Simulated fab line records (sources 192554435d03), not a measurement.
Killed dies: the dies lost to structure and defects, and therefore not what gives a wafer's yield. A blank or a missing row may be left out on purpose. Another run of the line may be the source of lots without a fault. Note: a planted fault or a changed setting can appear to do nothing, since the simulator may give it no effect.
Which of the tools did it? / flow n5_finfet / 30 wafers from 11 lots sampled at 7 of the route's 1938 steps

== WHAT THE GAUGES SHOWED, per wafer ==
N5_FIN_SAQP_CD_MEAS_31: the cd target is 8 nm.
lot=L964; measured=day 2 03:41; on=cd_sem-02; cd_nm (nm)=7.90 7.69 8.22
lot=L965; measured=day 2 08:16; on=cd_sem-03; cd_nm (nm)=8.08 7.80 7.96
lot=L968; measured=day 3 02:18; on=cd_sem-02; cd_nm (nm)=8.23 8.69 8.08
lot=L969; measured=day 3 08:54; on=cd_sem-01; cd_nm (nm)=7.16 7.99 8.39
lot=L975; measured=day 4 21:38; on=cd_sem-01; cd_nm (nm)=8.06 8.84
lot=L976; measured=day 5 04:41; on=cd_sem-01; cd_nm (nm)=7.79 8.08 8.35
lot=L978; measured=day 5 13:37; on=cd_sem-01; cd_nm (nm)=8.06 7.95 8.27
lot=L980; measured=day 6 02:14; on=cd_sem-02; cd_nm (nm)=8.04 8.04
lot=L981; measured=day 6 08:00; on=cd_sem-02; cd_nm (nm)=8.05 8.13 8.01
lot=L983; measured=day 6 23:22; on=cd_sem-03; cd_nm (nm)=8.43 8.27
lot=L987; measured=day 7 19:59; on=cd_sem-03; cd_nm (nm)=7.64 7.85 8.15

N5_FIN_SAQP_INSPECT_40: inspects for defects (brightfield).
lot=L964; measured=day 2 04:16; on=defect_inspect-01; raw_defect_count=249 324 225
lot=L965; measured=day 2 08:51; on=defect_inspect-01; raw_defect_count=152 222 329
lot=L968; measured=day 3 02:53; on=defect_inspect-01; raw_defect_count=137 218 180
lot=L969; measured=day 3 09:29; on=defect_inspect-02; raw_defect_count=231 178 249
lot=L975; measured=day 4 22:14; on=defect_inspect-02; raw_defect_count=323 290
lot=L976; measured=day 5 05:16; on=defect_inspect-02; raw_defect_count=527 719 686
lot=L978; measured=day 5 14:15; on=defect_inspect-01; raw_defect_count=597 589 518
lot=L980; measured=day 6 02:50; on=defect_inspect-01; raw_defect_count=259 287
lot=L981; measured=day 6 08:35; on=defect_inspect-01; raw_defect_count=240 185 160
lot=L983; measured=day 7 00:26; on=defect_inspect-01; raw_defect_count=190 249
lot=L987; measured=day 7 20:34; on=defect_inspect-01; raw_defect_count=237 204 326

N5_FIN_CUT_INSPECT_10: inspects for defects (brightfield).
lot=L964; measured=day 2 04:39; on=defect_inspect-01; raw_defect_count=47 59 53
lot=L965; measured=day 2 09:22; on=defect_inspect-02; raw_defect_count=44 40 64
lot=L968; measured=day 3 03:24; on=defect_inspect-02; raw_defect_count=22 45 41
lot=L969; measured=day 3 09:53; on=defect_inspect-01; raw_defect_count=50 35 40
lot=L975; measured=day 4 22:38; on=defect_inspect-02; raw_defect_count=43 42
lot=L976; measured=day 5 05:40; on=defect_inspect-01; raw_defect_count=368 413 401
lot=L978; measured=day 5 14:46; on=defect_inspect-01; raw_defect_count=398 381 383
lot=L980; measured=day 6 03:14; on=defect_inspect-02; raw_defect_count=49 45
lot=L981; measured=day 6 09:06; on=defect_inspect-01; raw_defect_count=41 31 34
lot=L983; measured=day 7 00:57; on=defect_inspect-01; raw_defect_count=45 42
lot=L987; measured=day 7 20:57; on=defect_inspect-02; raw_defect_count=32 34 59

N5_FIN_CUT_INSPECT_17: inspects for defects (brightfield).
lot=L964; measured=day 2 05:36; on=defect_inspect-01; raw_defect_count=259 324 207
lot=L965; measured=day 2 10:44; on=defect_inspect-01; raw_defect_count=155 210 314
lot=L968; measured=day 3 04:21; on=defect_inspect-02; raw_defect_count=160 251 198
lot=L969; measured=day 3 11:02; on=defect_inspect-02; raw_defect_count=245 174 253
lot=L975; measured=day 4 23:40; on=defect_inspect-02; raw_defect_count=317 282
lot=L976; measured=day 5 06:41; on=defect_inspect-01; raw_defect_count=525 686 662
lot=L978; measured=day 5 15:43; on=defect_inspect-01; raw_defect_count=590 597 516
lot=L980; measured=day 6 04:25; on=defect_inspect-02; raw_defect_count=302 325
lot=L981; measured=day 6 10:03; on=defect_inspect-01; raw_defect_count=270 178 183
lot=L983; measured=day 7 01:54; on=defect_inspect-01; raw_defect_count=184 257
lot=L987; measured=day 7 22:29; on=defect_inspect-01; raw_defect_count=245 200 304

== TOOL THAT RAN EACH LOT (tool first, then ch and the chambers of the sampled wafers, then the start) ==
lot=L964; N5_FIN_SAQP_RECESS_63=vapor_etch-02 ch 0,1, day 2 02:26; N5_FIN_SAQP_RECESS_71=vapor_etch-01 ch 0,1, day 2 02:58; N5_FIN_SAQP_SPACER2_ALD_28=ald_sin-02 ch 0,1,2, day 2 03:04
lot=L965; N5_FIN_SAQP_RECESS_63=vapor_etch-01 ch 0,1, day 2 06:34; N5_FIN_SAQP_RECESS_71=vapor_etch-01 ch 0,1, day 2 07:35; N5_FIN_SAQP_SPACER2_ALD_28=ald_sin-02 ch 1,2, day 2 07:45
lot=L968; N5_FIN_SAQP_RECESS_63=vapor_etch-02 ch 0,1, day 3 00:53; N5_FIN_SAQP_RECESS_71=vapor_etch-01 ch 1, day 3 01:30; N5_FIN_SAQP_SPACER2_ALD_28=ald_sin-03 ch 2,3, day 3 01:46
lot=L969; N5_FIN_SAQP_RECESS_63=vapor_etch-01 ch 0,1, day 3 07:35; N5_FIN_SAQP_RECESS_71=vapor_etch-02 ch 0,1, day 3 08:12; N5_FIN_SAQP_SPACER2_ALD_28=ald_sin-02 ch 1,2,3, day 3 08:20
lot=L975; N5_FIN_SAQP_RECESS_63=vapor_etch-01 ch 0, day 4 20:17; N5_FIN_SAQP_RECESS_71=vapor_etch-02 ch 0,1, day 4 20:59; N5_FIN_SAQP_SPACER2_ALD_28=ald_sin-03 ch 0,1, day 4 21:07
lot=L976; N5_FIN_SAQP_RECESS_63=vapor_etch-01 ch 0,1, day 5 02:53; N5_FIN_SAQP_RECESS_71=vapor_etch-02 ch 0,1, day 5 03:29; N5_FIN_SAQP_SPACER2_ALD_28=ald_sin-03 ch 0,2, day 5 04:01
lot=L978; N5_FIN_SAQP_RECESS_63=vapor_etch-02 ch 0,1, day 5 12:18; N5_FIN_SAQP_RECESS_71=vapor_etch-02 ch 0,1, day 5 12:55; N5_FIN_SAQP_SPACER2_ALD_28=ald_sin-04 ch 0,1,2, day 5 13:04
lot=L980; N5_FIN_SAQP_RECESS_63=vapor_etch-02 ch 0,1, day 6 00:50; N5_FIN_SAQP_RECESS_71=vapor_etch-01 ch 0,1, day 6 01:35; N5_FIN_SAQP_SPACER2_ALD_28=ald_sin-02 ch 1,2, day 6 01:43
lot=L981; N5_FIN_SAQP_RECESS_63=vapor_etch-02 ch 0,1, day 6 06:43; N5_FIN_SAQP_RECESS_71=vapor_etch-01 ch 0,1, day 6 07:20; N5_FIN_SAQP_SPACER2_ALD_28=ald_sin-02 ch 0,2, day 6 07:28
lot=L983; N5_FIN_SAQP_RECESS_63=vapor_etch-02 ch 0,1, day 6 22:05; N5_FIN_SAQP_RECESS_71=vapor_etch-01 ch 1, day 6 22:41; N5_FIN_SAQP_SPACER2_ALD_28=ald_sin-03 ch 2, day 6 22:47
lot=L987; N5_FIN_SAQP_RECESS_63=vapor_etch-01 ch 0,1, day 7 18:42; N5_FIN_SAQP_RECESS_71=vapor_etch-01 ch 0,1, day 7 19:19; N5_FIN_SAQP_SPACER2_ALD_28=ald_sin-02 ch 0,1, day 7 19:27
- N5_FIN_SAQP_RECESS_63: chemistry HF/NH3, target SiO2, target depth 18 nm, afs cycles 3, sublimation time 60 s.
- N5_FIN_SAQP_RECESS_71: chemistry HF/NH3, target SiO2, target depth 3 nm, afs cycles 1, sublimation time 60 s.
- N5_FIN_SAQP_SPACER2_ALD_28: deposits SiO2, target thk 8.1 nm, pulse time 1 s, purge time 2 s.

== AS READ BY THE TOOLS THEMSELVES (means over the sampled wafers that have a number; for cases with no such wafer, the mark the record gives instead) ==
N5_FIN_SAQP_RECESS_63.
lot=L964; tool=vapor_etch-02; drypump_motor_current_A (A)=6.2; foreline_p_Torr (Torr)=0.1280
lot=L965; tool=vapor_etch-01; drypump_motor_current_A (A)=5.7; foreline_p_Torr (Torr)=0.1279
lot=L968; tool=vapor_etch-02; drypump_motor_current_A (A)=5.9; foreline_p_Torr (Torr)=0.1277
lot=L969; tool=vapor_etch-01; drypump_motor_current_A (A)=5.8; foreline_p_Torr (Torr)=0.1278
lot=L975; tool=vapor_etch-01; drypump_motor_current_A (A)=5.8; foreline_p_Torr (Torr)=0.1281
lot=L976; tool=vapor_etch-01; drypump_motor_current_A (A)=5.7; foreline_p_Torr (Torr)=0.1282
lot=L978; tool=vapor_etch-02; drypump_motor_current_A (A)=5.9; foreline_p_Torr (Torr)=0.1282
lot=L980; tool=vapor_etch-02; drypump_motor_current_A (A)=6.0; foreline_p_Torr (Torr)=0.1282
lot=L981; tool=vapor_etch-02; drypump_motor_current_A (A)=6.1; foreline_p_Torr (Torr)=0.1280
lot=L983; tool=vapor_etch-02; drypump_motor_current_A (A)=6.0; foreline_p_Torr (Torr)=0.1283
lot=L987; tool=vapor_etch-01; drypump_motor_current_A (A)=5.7; foreline_p_Torr (Torr)=0.1279

N5_FIN_SAQP_RECESS_71.
lot=L964; tool=vapor_etch-01; drypump_motor_current_A (A)=5.7; foreline_p_Torr (Torr)=0.1281
lot=L965; tool=vapor_etch-01; drypump_motor_current_A (A)=5.8; foreline_p_Torr (Torr)=0.1282
lot=L968; tool=vapor_etch-01; drypump_motor_current_A (A)=5.7; foreline_p_Torr (Torr)=0.1276
lot=L969; tool=vapor_etch-02; drypump_motor_current_A (A)=6.1; foreline_p_Torr (Torr)=0.1279
lot=L975; tool=vapor_etch-02; drypump_motor_current_A (A)=6.0; foreline_p_Torr (Torr)=0.1275
lot=L976; tool=vapor_etch-02; drypump_motor_current_A (A)=5.9; foreline_p_Torr (Torr)=0.1282
lot=L978; tool=vapor_etch-02; drypump_motor_current_A (A)=5.9; foreline_p_Torr (Torr)=0.1282
lot=L980; tool=vapor_etch-01; drypump_motor_current_A (A)=5.8; foreline_p_Torr (Torr)=0.1280
lot=L981; tool=vapor_etch-01; drypump_motor_current_A (A)=5.7; foreline_p_Torr (Torr)=0.1280
lot=L983; tool=vapor_etch-01; drypump_motor_current_A (A)=5.7; foreline_p_Torr (Torr)=0.1280
lot=L987; tool=vapor_etch-01; drypump_motor_current_A (A)=5.8; foreline_p_Torr (Torr)=0.1279

N5_FIN_SAQP_SPACER2_ALD_28.
lot=L964; tool=ald_sin-02; chamber_pressure_Torr (Torr)=2.002; heater_power_w (W)=423; precursor_pulse_height_rel=1.007
lot=L965; tool=ald_sin-02; chamber_pressure_Torr (Torr)=2.002; heater_power_w (W)=433; precursor_pulse_height_rel=1.011
lot=L968; tool=ald_sin-03; chamber_pressure_Torr (Torr)=1.997; heater_power_w (W)=446; precursor_pulse_height_rel=0.985
lot=L969; tool=ald_sin-02; chamber_pressure_Torr (Torr)=2.001; heater_power_w (W)=471; precursor_pulse_height_rel=1.010
lot=L975; tool=ald_sin-03; chamber_pressure_Torr (Torr)=1.995; heater_power_w (W)=474; precursor_pulse_height_rel=1.016
lot=L976; tool=ald_sin-03; chamber_pressure_Torr (Torr)=2.000; heater_power_w (W)=478; precursor_pulse_height_rel=1.011
lot=L978; tool=ald_sin-04; chamber_pressure_Torr (Torr)=2.000; heater_power_w (W)=458; precursor_pulse_height_rel=1.004
lot=L980; tool=ald_sin-02; chamber_pressure_Torr (Torr)=2.003; heater_power_w (W)=425; precursor_pulse_height_rel=1.018
lot=L981; tool=ald_sin-02; chamber_pressure_Torr (Torr)=2.003; heater_power_w (W)=408; precursor_pulse_height_rel=0.997
lot=L983; tool=ald_sin-03; chamber_pressure_Torr (Torr)=2.000; heater_power_w (W)=504; precursor_pulse_height_rel=1.010
lot=L987; tool=ald_sin-02; chamber_pressure_Torr (Torr)=2.001; heater_power_w (W)=443; precursor_pulse_height_rel=0.969

== THE ANSWER, worked out from the rows above alone ==
Rule: the usual values come from the lots themselves. Put in order of their means at a reading, lots are off if they are a third of the lots or fewer, leave a main group of 4 or more, and stand apart from it by a gap of 3 or more times the standard deviation of the main group's means; of several such gaps the widest counts. The tables above print the reading to a certain number of digits; a main group whose means all agree to those digits is not used. Also off: a lot with no number at a reading for which 4 or more lots have one. Any other lot the step has rows for is counted as sound. After the gauges, taken in route order, come the tools' own readings; for these a lot's mean is taken, as printed above. The first step at which some lot is off is used, and at that step the reading that is off furthest; a lot without a number counts as furthest.
Off: L976, L978 (N5_FIN_SAQP_INSPECT_40, raw_defect_count). The main group: mean 239, standard deviation 38.
If a tool, at a process step before that reading, ran all the lots that are off and no sound lot after the first of them, it fits. The gauges at N5_FIN_SAQP_INSPECT_40 are tried like those tools. One candidate fits, namely vapor_etch-02 at N5_FIN_SAQP_RECESS_71. A fault onset in the window from L975 (day 4 20:59, its last sound lot) to L976 (day 5 03:29, its first lot off) fits.

== WHAT HAD BEEN PUT IN BY THE SIMULATOR ==
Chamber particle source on vapor_etch-02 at N5_FIN_SAQP_RECESS_71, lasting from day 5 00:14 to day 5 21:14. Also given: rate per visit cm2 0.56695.
Struck lots among those shown: L976, L978. The rule above found the same.
